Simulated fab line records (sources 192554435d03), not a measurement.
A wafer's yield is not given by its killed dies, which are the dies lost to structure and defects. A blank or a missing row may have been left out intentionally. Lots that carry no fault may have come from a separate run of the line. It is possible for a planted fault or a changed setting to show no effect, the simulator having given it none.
fab line records    flow n5Finfet
record lots=7  wafers=21
route steps=1938 shown FIN_CUT@155 DUMMY_GATE@224 SD_EPI_N@268 HKMG_FIN@450 GATE_CUT@510 MOL_CONTACT_COAG@567 BEOL_M0_SAQP@636
startH: hours from the record's opening day to when the first of the lot's shown wafers began    waitH: hours since the lot's step before    " the same as in the row above    L1.1+2: one row covering several wafers at once    - no value present, or no start provided    * or withheld: withheld    < > ~ a bound
route shown NAME@n: a module of which the file shows steps, and the number in the route of the first    usual: mean/standard deviation of fault-free wafers    same: alike in all rows    chamber/n: place in a boat    sites: per-site readings    _std_site: their standard deviation    _edge_site: the outer-site mean with the inner-site mean subtracted    radiusMm: for every site, how far away it sits from the centre of the wafer    mask NAME#n: copy n    behind: the most recent tool/chamber to have shaped the wafer    hold: why the lot was held/for how many hours/how that ended    device: the n, p or np transistor that did not switch    end of line: the route-end tests of the same wafers    a step given without rows: its recipe and nothing more    killed: not the wafer's yield, but the dies lost to structure and defects at the first sort    map: shows each die of a wafer: x if killed, . if not, _ if none is there
set.NAME: the setting that was run; set.NAME@STEP: the one run at that earlier step    model.NAME: the simulator's own value behind a step, which no gauge read
lots where settings were altered on purpose, with a table for each step and a row for each wafer
## steps
# step N5_FIN_CUT_COAT_19
# recipe resist=SiARC  tempC=220  timeS=60  spinRpm=1500  resistThkNm=20
lot.wafer   tool           chamber  startH  waitH  set.spinRpm  model.SiARC_of_FIN_CUT_COAT_19.thkNm
L077.2      lithoTrack-04  0        -       -      1500         20.2
L077.3      "              0        "       "      1615         19.4
L077.5      "              0        "       "      1615         19.2
L078.2+3+5  lithoTrack-04  0        -       -      1500         20
L079.3+4+6  lithoTrack-04  0        -       -      1500         20
L080.2+4    lithoTrack-03  0        -       -      1647         19
L080.3      "              0        "       "      1500         20
L086.1+2    lithoTrack-04  0        -       -      1438         20.6
L086.3      "              0        "       "      1438         20.4
L090.3      lithoTrack-05  0        -       -      1565         19.4
L090.5      "              0        "       "      1500         20
L090.6      "              0        "       "      1565         19.6
L091.1      lithoTrack-04  0        -       -      1356         21
L091.4+6    "              0        "       "      1500         20
# step N5_FIN_CUT_COAT_29
# recipe resist=underlayer  tempC=205  timeS=60  spinRpm=1500  resistThkNm=10
# step N5_FIN_CUT_COAT_02
# recipe resist=CAR-EUV  spinRpm=1500  resistThkNm=30
# step N5_FIN_CUT_DESCUM_13
# recipe chemistry=O2  timeS=7  sourcePowerW=50  biasPowerW=20  pressureMtorr=20  rfFrequencyHz=2.712e+07  tempC=40  resist=CAR-EUV  o2FlowSccm=225
# step N5_FIN_CUT_ETCH_30
# recipe chemistry=N2/H2  target=underlayer  targetDepthA=130  maskMaterial=CAR-EUV  timeS=10.4  ionEnergyEv=200  pressureMtorr=30  sourceW=840  biasW=150  n2FlowSccm=200  h2FlowSccm=200  ends=cleared
# step N5_FIN_CUT_ETCH_20
# recipe chemistry=CF4  target=SiARC  targetDepthA=260  maskMaterial=CAR-EUV  timeS=43.3  ionEnergyEv=80  pressureMtorr=40  sourceW=545  biasW=36  Ar_flow_sccm=100  cf4FlowSccm=100  ends=cleared
lot.wafer  tool        chamber  startH  waitH  set.spinRpm@FIN_CUT_COAT_19  model.etch.depthNm
L077.2     rieDiel-06  0        47.21   0.0    1500                         20.1
L077.3     "           3        "       "      1615                         19.39
L077.5     "           3        "       "      1615                         19.29
L078.2     rieDiel-06  3        50.41   0.0    1500                         20.03
L078.3     "           2        "       "      1500                         19.99
L078.5     "           0        "       "      1500                         20.04
L079.3+6   rieDiel-02  3        59.81   0.0    1500                         19.94
L079.4     "           1        "       "      1500                         19.97
L080.2     rieDiel-04  3        66.16   0.0    1647                         18.98
L080.3     "           0        "       "      1500                         19.99
L080.4     "           2        "       "      1647                         18.97
L086.1+2   rieDiel-04  3,1      100.08  0.0    1438                         20.5
L086.3     "           2        "       "      1438                         20.45
L090.3     rieDiel-04  2        122.53  0.0    1565                         19.49
L090.5     "           0        "       "      1500                         19.99
L090.6     "           3        "       "      1565                         19.54
L091.1     rieDiel-04  1        128.45  0.0    1356                         21.02
L091.4     "           2        "       "      1500                         19.92
L091.6     "           3        "       "      1500                         19.93
# step N5_DUMMY_GATE_COAT_28
# recipe resist=underlayer  tempC=205  timeS=60  spinRpm=1500  resistThkNm=10
lot.wafer   tool           chamber  startH  waitH  set.spinRpm  model.underlayer_of_DUMMY_GATE_COAT_28.thkNm
L077.2      lithoTrack-02  0        -       -      1608         9.8
L077.3+5    "              0        "       "      1500         10
L078.2      lithoTrack-02  0        -       -      1500         10
L078.3+5    "              0        "       "      1553         9.8
L079.3+4+6  lithoTrack-01  0        -       -      1500         10
L080.2+3    lithoTrack-04  0        -       -      1500         10
L080.4      "              0        "       "      1388         10.4
L086.1      lithoTrack-04  0        -       -      1500         10
L086.2      "              0        "       "      1651         9.6
L086.3      "              0        "       "      1651         9.4
L090.3+5+6  lithoTrack-01  0        -       -      1500         10
L091.1+4+6  lithoTrack-04  0        -       -      1500         10
# step N5_DUMMY_GATE_EXPOSE_12
# recipe maskId=GATE  na=0.33  sourceShape=annular  sigmaInner=0.2  sigmaOuter=0.6  polarization=unpolarized  targetCdNm=25  doseMj=34
lot.wafer   tool           chamber  startH  waitH  mask    set.doseMj
L077.2+3+5  euvScanner-02  0        67.71   -      GATE#0  34
L078.2+3+5  euvScanner-01  0        69.79   -      GATE#0  34
L079.3+4+6  euvScanner-02  0        78.00   -      GATE#0  34
L080.2+3+4  euvScanner-02  0        84.66   -      GATE#0  34
L086.1+2    euvScanner-01  0        118.33  -      GATE#0  34
L086.3      "              0        "       "      GATE#0  31.55
L090.3+5+6  euvScanner-02  0        141.02  -      GATE#0  34
L091.1      euvScanner-02  0        148.95  -      GATE#0  33.07
L091.4+6    "              0        "       "      GATE#0  34
# step N5_DUMMY_GATE_PEB_13
# recipe pebTempC=100  pebTimeS=60  resist=CAR-EUV
# step N5_DUMMY_GATE_DEVELOP_14
# recipe developTimeS=30  developer=TMAH  resist=CAR-EUV  rinseLiquid=surfactantRinse  dry=airSpin  devTempC=23
# step N5_DUMMY_GATE_CD_MEAS_15
# recipe targetCdNm=25.8  landingEnergyEv=500  detector=seInlens
# usual cdNm=25.02/0.25
lot.wafer  tool      chamber  startH  waitH  set.doseMj@DUMMY_GATE_EXPOSE_12  cdNm
L077.2     cdSem-01  0        67.83   -      34                               25.42
L077.3     "         0        "       "      34                               25.29
L077.5     "         0        "       "      34                               25.33
L078.2     cdSem-03  0        69.91   -      34                               25.06
L078.3     "         0        "       "      34                               25.16
L078.5     "         0        "       "      34                               24.58
L079.3     cdSem-03  0        78.13   -      34                               25.23
L079.4     "         0        "       "      34                               24.90
L079.6     "         0        "       "      34                               25.18
L080.2     cdSem-02  0        84.78   -      34                               25.15
L080.3     "         0        "       "      34                               25.24
L080.4     "         0        "       "      34                               25.02
L086.1     cdSem-02  0        118.45  -      34                               24.72
L086.2     "         0        "       "      34                               25.22
L086.3     "         0        "       "      31.55                            26.38
L090.3     cdSem-03  0        141.14  -      34                               25.24
L090.5     "         0        "       "      34                               25.23
L090.6     "         0        "       "      34                               25.27
L091.1     cdSem-01  0        149.07  -      33.07                            25.83
L091.4     "         0        "       "      34                               25.00
L091.6     "         0        "       "      34                               25.21
# step N5_SD_EPI_N_PEB_07
# recipe pebTempC=110  pebTimeS=60  resist=CAR-ArF-block
lot.wafer   tool           chamber  startH  waitH  set.pebTempC
L077.2+5    lithoTrack-03  0        70.18   0.0    111.8
L077.3      "              0        "       "      110
L078.2+5    lithoTrack-05  0        72.13   0.0    110
L078.3      "              0        "       "      112.9
L079.3+4+6  lithoTrack-01  0        80.64   0.0    110
L080.2+4    lithoTrack-01  0        87.45   0.0    110
L080.3      "              0        "       "      111
L086.1+3    lithoTrack-03  0        120.67  0.1    110
L086.2      "              0        "       "      112.8
L090.3+5+6  lithoTrack-05  0        143.38  0.0    108.7
L091.1+6    lithoTrack-05  0        151.51  0.1    113.1
L091.4      "              0        "       "      110
# step N5_SD_EPI_N_DEVELOP_08
# recipe developTimeS=30  developer=TMAH  resist=CAR-ArF-block  devTempC=23  rinseLiquid=diw  dry=airSpin
lot.wafer   tool           chamber  startH  waitH  set.developTimeS
L077.2+3    lithoTrack-03  0        -       -      26.08
L077.5      "              0        "       "      30
L078.2      lithoTrack-05  0        -       -      27.91
L078.3+5    "              0        "       "      30
L079.3+4+6  lithoTrack-01  0        -       -      30
L080.2+3    lithoTrack-01  0        -       -      30
L080.4      "              0        "       "      35.94
L086.1+3    lithoTrack-03  0        -       -      30
L086.2      "              0        "       "      26.67
L090.3      lithoTrack-05  0        -       -      30
L090.5+6    "              0        "       "      26.17
L091.1+4+6  lithoTrack-05  0        -       -      30
# step N5_SD_EPI_N_CD_MEAS_09
# recipe targetCdNm=120  landingEnergyEv=500  detector=seInlens
# usual cdNm=120.1/0.73
lot.wafer  tool      chamber  startH  waitH  set.pebTempC@SD_EPI_N_PEB_07  cdNm
L077.2     cdSem-02  0        70.25   -      111.8                         123.5
L077.3     "         0        "       "      110                           118.5
L077.5     "         0        "       "      111.8                         123.9
L078.2     cdSem-02  0        72.20   -      110                           118.9
L078.3     "         0        "       "      112.9                         127.9
L078.5     "         0        "       "      110                           119.6
L079.3     cdSem-02  0        80.71   -      110                           120.2
L079.4     "         0        "       "      110                           120.1
L079.6     "         0        "       "      110                           119.4
L080.2     cdSem-02  0        87.52   -      110                           119.1
L080.3     "         0        "       "      111                           121.5
L080.4     "         0        "       "      110                           120.4
L086.1     cdSem-01  0        120.74  -      110                           120.3
L086.2     "         0        "       "      112.8                         126.2
L086.3     "         0        "       "      110                           119.3
L090.3     cdSem-01  0        143.45  -      108.7                         115.7
L090.5     "         0        "       "      108.7                         115.7
L090.6     "         0        "       "      108.7                         114.7
L091.1     cdSem-02  0        151.58  -      113.1                         127.4
L091.4     "         0        "       "      110                           120.5
L091.6     "         0        "       "      113.1                         126.9
# step N5_SD_EPI_N_DESCUM_14
# recipe chemistry=O2  timeS=7.9  sourcePowerW=50  biasPowerW=20  pressureMtorr=20  rfFrequencyHz=2.712e+07  tempC=40  resist=CAR-ArF-block  o2FlowSccm=225
lot.wafer  tool        chamber  startH  waitH  set.pebTempC@SD_EPI_N_PEB_07  model.SD_EPI_N.cdNm
L077.2     rieDiel-03  1        70.33   0.0    111.8                         123.2
L077.3     "           3        "       "      110                           118.2
L077.5     "           1        "       "      111.8                         123.8
L078.2     rieDiel-05  3        72.31   0.1    110                           118.8
L078.3     "           0        "       "      112.9                         128
L078.5     "           1        "       "      110                           119.2
L079.3     rieDiel-01  0        80.82   0.1    110                           120.2
L079.4     "           3        "       "      110                           120
L079.6     "           3        "       "      110                           119.8
L080.2     rieDiel-01  1        87.60   0.0    110                           119.2
L080.3     "           2        "       "      111                           121.4
L080.4     "           3        "       "      110                           120.4
L086.1     rieDiel-01  1        120.83  0.0    110                           120.6
L086.2     "           0        "       "      112.8                         126
L086.3     "           3        "       "      110                           119
L090.3     rieDiel-03  3        143.53  0.0    108.7                         116
L090.5     "           0        "       "      108.7                         115.6
L090.6     "           3        "       "      108.7                         114.8
L091.1     rieDiel-03  0        151.67  0.0    113.1                         127.4
L091.4     "           3        "       "      110                           120.4
L091.6     "           1        "       "      113.1                         127.2
# step N5_SD_EPI_N_ETCH_34
# recipe chemistry=CF4  target=SiARC  targetDepthA=455  maskMaterial=CAR-ArF-block  timeS=75.8  ionEnergyEv=80  pressureMtorr=40  sourceW=545  biasW=36  Ar_flow_sccm=100  cf4FlowSccm=100  ends=cleared
lot.wafer  tool        chamber  startH  waitH  set.pebTempC@SD_EPI_N_PEB_07  model.SD_EPI_N.cdNm
L077.2     rieDiel-03  1        70.37   0.0    111.8                         123.2
L077.3     "           3        "       "      110                           118.2
L077.5     "           1        "       "      111.8                         124.2
L078.2     rieDiel-05  3        72.34   0.0    110                           119
L078.3     "           0        "       "      112.9                         128
L078.5     "           1        "       "      110                           119.2
L079.3     rieDiel-01  0        80.86   0.0    110                           120.2
L079.4     "           3        "       "      110                           120.4
L079.6     "           3        "       "      110                           119.8
L080.2     rieDiel-01  1        87.64   0.0    110                           118.8
L080.3     "           2        "       "      111                           121.4
L080.4     "           3        "       "      110                           120.6
L086.1     rieDiel-01  1        120.86  0.0    110                           120.2
L086.2     "           0        "       "      112.8                         125.6
L086.3     "           3        "       "      110                           118.8
L090.3     rieDiel-03  3        143.57  0.0    108.7                         116
L090.5     "           0        "       "      108.7                         115.2
L090.6     "           3        "       "      108.7                         114.6
L091.1     rieDiel-03  0        151.70  0.0    113.1                         127
L091.4     "           3        "       "      110                           120.4
L091.6     "           1        "       "      113.1                         126.8
# step N5_SD_EPI_N_ETCH_35
# recipe chemistry=N2/H2  target=SOC  overetchA=1080  maskMaterial=SiARC  tempC=40  ionEnergyEv=100  sourceW=3000  biasW=133  pressureMtorr=20  timeS=486  n2FlowSccm=200  h2FlowSccm=200
# step N5_SD_EPI_N_STRIP_36
# recipe chemistry=N2/H2  tempC=40  n2FlowSccm=200  h2FlowSccm=200  rfFrequencyHz=6e+07
# step N5_SD_EPI_N_ETCH_16
# recipe chemistry=CHF3/O2  target=SiO2  targetDepthA=50  maskMaterial=SOC  pressureMtorr=30  sourceW=650  biasW=170  Ar_flow_sccm=200  CHF3_flow_sccm=50  O2_flow_sccm=5  ionEnergyEv=200
# step N5_SD_EPI_N_STRIP_47
# recipe chemistry=CHF3/O2  resist=SiARC  rfFrequencyHz=6e+07
# step N5_SD_EPI_N_SD_RECESS_17
# recipe chemistry=HBr/Cl2/O2  targetDepthA=410  maskMaterial=SOC  timeS=23.7  btTimeS=3  pressureMtorr=10  icpW=800  biasW=112  HBr_flow_sccm=150  Cl2_flow_sccm=80  O2_flow_sccm=12
lot.wafer  tool      chamber  startH  waitH  set.pebTempC@SD_EPI_N_PEB_07  model.SD_EPI_N.cdNm
L077.2     rieSi-04  3        71.02   0.0    111.8                         124.6
L077.3     "         1        "       "      110                           117.8
L077.5     "         3        "       "      111.8                         124.2
L078.2     rieSi-03  1        72.99   0.0    110                           122.4
L078.3     "         2        "       "      112.9                         126
L078.5     "         3        "       "      110                           116.8
L079.3     rieSi-03  3        81.51   0.0    110                           119.4
L079.4     "         2        "       "      110                           122.2
L079.6     "         1        "       "      110                           120.4
L080.2     rieSi-05  2        88.29   0.0    110                           120.4
L080.3     "         1        "       "      111                           122.6
L080.4     "         0        "       "      110                           122.8
L086.1     rieSi-03  2        121.52  0.0    110                           119.2
L086.2     "         0        "       "      112.8                         122.4
L086.3     "         1        "       "      110                           119
L090.3+5   rieSi-05  3,2      144.22  0.0    108.7                         115.4
L090.6     "         3        "       "      108.7                         115
L091.1     rieSi-03  2        152.35  0.0    113.1                         126.4
L091.4     "         0        "       "      110                           118.6
L091.6     "         1        "       "      113.1                         128.8
# step N5_HKMG_FIN_COAT_66
# recipe resist=SOC  tempC=250  timeS=60  spinRpm=1500  resistThkNm=300
lot.wafer  tool           chamber  startH  waitH  set.spinRpm  model.SOC_of_HKMG_FIN_COAT_66.thkNm
L077.2     lithoTrack-04  0        98.85   0.2    1500         299.2
L077.3     "              0        "       "      1500         300
L077.5     "              0        "       "      1500         299.6
L078.2     lithoTrack-04  0        100.33  0.2    1500         301.6
L078.3     "              0        "       "      1500         301.4
L078.5     "              0        "       "      1500         300.8
L079.3     lithoTrack-04  0        110.02  0.2    1500         300.2
L079.4     "              0        "       "      1500         300.6
L079.6     "              0        "       "      1500         301.6
L080.2     lithoTrack-04  0        117.60  0.2    1500         301.4
L080.3     "              0        "       "      1336         318.6
L080.4     "              0        "       "      1336         317.8
L086.1     lithoTrack-04  0        151.07  0.2    1500         299
L086.2     "              0        "       "      1437         306
L086.3     "              0        "       "      1500         299.2
L090.3     lithoTrack-04  0        174.53  0.2    1500         298.6
L090.5     "              0        "       "      1500         297.8
L090.6     "              0        "       "      1634         286.2
L091.1     lithoTrack-04  0        180.57  0.2    1500         299
L091.4     "              0        "       "      1500         299.4
L091.6     "              0        "       "      1645         285.4
# step N5_GATE_CUT_ALD_22
# recipe material=SiNx  targetThkA=160  tempC=400  aldPrecursorFamily=SiH2I2  aldCoReactant=N2/H2-plasma  pulseTimeS=1  aldCycles=320  purgeTimeS=2  coReactantPurgeTimeS=2  pressureTorr=2
lot.wafer   tool       chamber  startH  waitH  set.aldCycles  model.SiNx_of_GATE_CUT_ALD_22.thkNm
L077.2+5    aldSin-01  1,2      106.11  0.0    335            16.6
L077.3      "          3        "       "      320            15.8
L078.2      aldSin-04  2        108.23  0.7    320            15.8
L078.3      "          0        "       "      320            16
L078.5      "          0        "       "      363            18
L079.3+4+6  aldSin-01  1,2,3    116.79  0.0    320            16
L080.2      aldSin-03  0        124.51  0.0    296            14.8
L080.3      "          2        "       "      320            16.2
L080.4      "          1        "       "      296            14.6
L086.1      aldSin-04  0        159.16  0.0    320            16
L086.2      "          1        "       "      345            17.4
L086.3      "          3        "       "      320            16.2
L090.3      aldSin-03  0        181.26  0.0    274            13.8
L090.5      "          2        "       "      274            14
L090.6      "          1        "       "      274            13.6
L091.1+4    aldSin-03  1,3      188.86  0.9    320            15.8
L091.6      "          2        "       "      320            16
# step N5_MOL_CONTACT_COAG_COAT_78
# recipe resist=CAR-EUV  spinRpm=1500  resistThkNm=40
lot.wafer  tool           chamber  startH  waitH  set.spinRpm  model.CAR-EUV_of_MOL_CONTACT_COAG_COAT_78.thkNm
L077.2+3   lithoTrack-01  0        -       -      1500         40
L077.5     "              0        "       "      1395         41.4
L078.2     lithoTrack-05  0        -       -      1500         39.8
L078.3     "              0        "       "      1654         37.8
L078.5     "              0        "       "      1500         40
L079.3     lithoTrack-05  0        -       -      1500         40
L079.4+6   "              0        "       "      1500         39.8
L080.2+3   lithoTrack-03  0        -       -      1500         39.8
L080.4     "              0        "       "      1500         40
L086.1+3   lithoTrack-03  0        -       -      1500         40
L086.2     "              0        "       "      1500         39.8
L090.3     lithoTrack-05  0        -       -      1500         40.2
L090.5     "              0        "       "      1344         42.2
L090.6     "              0        "       "      1344         42.4
L091.1+4   lithoTrack-01  0        -       -      1500         39.8
L091.6     "              0        "       "      1619         38.4
# step N5_MOL_CONTACT_COAG_EXPOSE_81
# recipe maskId=VG  na=0.33  sourceShape=annular  sigmaInner=0.3  sigmaOuter=0.7  polarization=unpolarized  defocusNm=0  doseMj=59.5
lot.wafer   tool           chamber  startH  waitH  mask  set.doseMj
L077.2+5    euvScanner-02  0        118.37  -      VG#0  57.71
L077.3      "              0        "       "      VG#0  59.5
L078.2+3+5  euvScanner-02  0        123.10  -      VG#0  59.5
L079.3+4+6  euvScanner-02  0        127.97  -      VG#0  59.5
L080.2+3    euvScanner-01  0        136.72  -      VG#0  59.5
L080.4      "              0        "       "      VG#0  62.16
L086.1+2    euvScanner-02  0        170.19  -      VG#0  59.5
L086.3      "              0        "       "      VG#0  60.74
L090.3      euvScanner-01  0        193.65  -      VG#0  59.5
L090.5+6    "              0        "       "      VG#0  61.12
L091.1+4+6  euvScanner-01  0        201.08  -      VG#0  59.5
# step N5_MOL_CONTACT_COAG_PEB_82
# recipe pebTempC=100  pebTimeS=60  resist=CAR-EUV
# step N5_MOL_CONTACT_COAG_DEVELOP_83
# recipe developTimeS=30  developer=TMAH  resist=CAR-EUV  rinseLiquid=surfactantRinse  dry=airSpin  devTempC=23
# step N5_MOL_CONTACT_COAG_CD_MEAS_84
# recipe targetCdNm=25.1  landingEnergyEv=500  detector=seInlens  polarity=opening
# usual cdNm=25.04/0.23
lot.wafer  tool      chamber  startH  waitH  set.doseMj@MOL_CONTACT_COAG_EXPOSE_81  cdNm
L077.2     cdSem-03  0        118.51  -      57.71                                  24.13
L077.3     "         0        "       "      59.5                                   25.14
L077.5     "         0        "       "      57.71                                  24.27
L078.2     cdSem-02  0        123.24  -      59.5                                   24.68
L078.3     "         0        "       "      59.5                                   24.95
L078.5     "         0        "       "      59.5                                   25.04
L079.3     cdSem-01  0        128.10  -      59.5                                   25.00
L079.4     "         0        "       "      59.5                                   25.05
L079.6     "         0        "       "      59.5                                   25.20
L080.2     cdSem-03  0        136.86  -      59.5                                   25.38
L080.3     "         0        "       "      59.5                                   24.80
L080.4     "         0        "       "      62.16                                  26.08
L086.1     cdSem-02  0        170.33  -      59.5                                   25.10
L086.2     "         0        "       "      59.5                                   24.94
L086.3     "         0        "       "      60.74                                  25.30
L090.3     cdSem-01  0        193.78  -      59.5                                   24.64
L090.5     "         0        "       "      61.12                                  25.53
L090.6     "         0        "       "      61.12                                  25.33
L091.1     cdSem-03  0        201.23  -      59.5                                   24.65
L091.4     "         0        "       "      59.5                                   24.95
L091.6     "         0        "       "      59.5                                   25.12
# step N5_BEOL_M0_SAQP_PECVD_96
# recipe material=a-Si  targetThkA=450  tempC=350  precursor=SiH4/He  pressureTorr=3  rfW=100  timeS=45.2
lot.wafer  tool      chamber  startH  waitH  set.timeS  model.a-Si_of_BEOL_M0_SAQP_PECVD_96.thkNm
L077.2     pecvd-02  0        126.27  0.0    40.14      40.2
L077.3     "         2        "       "      45.2       45.4
L077.5     "         1        "       "      40.14      39.8
L078.2     pecvd-04  0        131.96  0.0    45.2       44.2
L078.3     "         1        "       "      45.2       44
L078.5     "         2        "       "      45.2       44.6
L079.3     pecvd-04  1        138.33  0.0    45.2       44.2
L079.4+6   "         1,0      "       "      45.2       44.8
L080.2     pecvd-02  0        146.34  0.0    40.84      41.2
L080.3     "         1        "       "      45.2       44.8
L080.4     "         1        "       "      45.2       46.2
L086.1     pecvd-02  2        180.88  0.0    49.54      50
L086.2     "         1        "       "      49.54      49.8
L086.3     "         0        "       "      45.2       45.2
L090.3     pecvd-02  0        203.62  0.0    47.03      47.2
L090.5     "         0        "       "      47.03      47
L090.6     "         2        "       "      47.03      48
L091.1     pecvd-01  1        212.21  0.0    46.9       46.8
L091.4     "         1        "       "      45.2       46
L091.6     "         0        "       "      45.2       46.4
## key
split step=N5_FIN_CUT_COAT_19  setting=spinRpm  stated=1500  by=wafer
response step=N5_FIN_CUT_COAT_19  reading=model.SiARC_of_FIN_CUT_COAT_19.thkNm  change=-0.107  per=1%  r=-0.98
response step=N5_FIN_CUT_ETCH_20  reading=model.etch.depthNm  change=-0.107  per=1%  r=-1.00
split step=N5_DUMMY_GATE_COAT_28  setting=spinRpm  stated=1500  by=wafer
response step=N5_DUMMY_GATE_COAT_28  reading=model.underlayer_of_DUMMY_GATE_COAT_28.thkNm  change=-0.0459  per=1%  r=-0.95
split step=N5_DUMMY_GATE_EXPOSE_12  setting=doseMj  stated=34  by=wafer
response step=N5_DUMMY_GATE_CD_MEAS_15  reading=cdNm  change=-0.205  per=1%  r=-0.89
split step=N5_SD_EPI_N_PEB_07  setting=pebTempC  stated=110  by=wafer
response step=N5_SD_EPI_N_CD_MEAS_09  reading=cdNm  change=+2.73  per=1%  r=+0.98
response step=N5_SD_EPI_N_DESCUM_14  reading=model.SD_EPI_N.cdNm  change=+2.78  per=1%  r=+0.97
response step=N5_SD_EPI_N_ETCH_34  reading=model.SD_EPI_N.cdNm  change=+2.73  per=1%  r=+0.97
response step=N5_SD_EPI_N_SD_RECESS_17  reading=model.SD_EPI_N.cdNm  change=+2.51  per=1%  r=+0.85
split step=N5_SD_EPI_N_DEVELOP_08  setting=developTimeS  stated=30  by=wafer
response none clear
split step=N5_HKMG_FIN_COAT_66  setting=spinRpm  stated=1500  by=wafer
response step=N5_HKMG_FIN_COAT_66  reading=model.SOC_of_HKMG_FIN_COAT_66.thkNm  change=-1.46  per=1%  r=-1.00
split step=N5_GATE_CUT_ALD_22  setting=aldCycles  stated=320  by=wafer
response step=N5_GATE_CUT_ALD_22  reading=model.SiNx_of_GATE_CUT_ALD_22.thkNm  change=+0.167  per=1%  r=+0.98
split step=N5_MOL_CONTACT_COAG_COAT_78  setting=spinRpm  stated=1500  by=wafer
response step=N5_MOL_CONTACT_COAG_COAT_78  reading=model.CAR-EUV_of_MOL_CONTACT_COAG_COAT_78.thkNm  change=-0.198  per=1%  r=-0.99
split step=N5_MOL_CONTACT_COAG_EXPOSE_81  setting=doseMj  stated=59.5  by=wafer
response step=N5_MOL_CONTACT_COAG_CD_MEAS_84  reading=cdNm  change=+0.245  per=1%  r=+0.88
split step=N5_BEOL_M0_SAQP_PECVD_96  setting=timeS  stated=45.2  by=wafer
response step=N5_BEOL_M0_SAQP_PECVD_96  reading=model.a-Si_of_BEOL_M0_SAQP_PECVD_96.thkNm  change=+0.46  per=1%  r=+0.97
